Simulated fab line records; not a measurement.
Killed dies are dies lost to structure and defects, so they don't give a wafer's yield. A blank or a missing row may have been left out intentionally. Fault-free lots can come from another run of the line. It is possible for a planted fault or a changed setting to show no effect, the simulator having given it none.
Matching of chambers ; flow n5 finfet ; 4 sister chambers for N5_GATE_CUT_SAC_CAP_01 on ald sin-03
The step material SiNx, target thk 24 nm, pulse time 1 s, ald cycles 480. 4 wafers are shown with their chamber, then 7 later ones without.

## WAFERS PAIRED WITH THEIR CHAMBERS
wafer;chamber;heater power w (W)
L087.1;0;770
L087.5;3;962
L091.2;2;785
L091.3;1;796

## WAFERS MISSING THEIR CHAMBER
wafer;heater power w (W)
L091.5;943
L093.1;793
L093.5;799
L093.6;800
L097.2;789
L097.3;769
L097.4;787

## CHAMBER TAKEN BY EACH
wafer;from the rows above;in truth
L091.5;3;3
L093.1;can't be placed: 1 or 2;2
L093.5;can't be placed: 1 or 2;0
L093.6;can't be placed: 1 or 2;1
L097.2;can't be placed: 2 or 1 or 0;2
L097.3;can't be placed: 0 or 2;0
L097.4;can't be placed: 2 or 1 or 0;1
Placed correctly: 1 of 7. Cannot be placed on the basis of these rows: 6; the candidates contain the true chamber in 5. Placed wrongly: 0.
How it was worked out, from the rows above alone: a wafer's distance from a chamber is the root of the sum, over the readings, of the square of ((its reading less the chamber's mean) divided by the reading's scatter). If the next closest chamber is less than 2 further off than the closest, the wafer can't be placed; otherwise it belongs to the closest. The mean given for a chamber averages the wafers shown for that chamber. The scatter (one wafer shown for each chamber): square how far every hidden wafer sits from the nearest shown wafer, average those squares and take the square root.
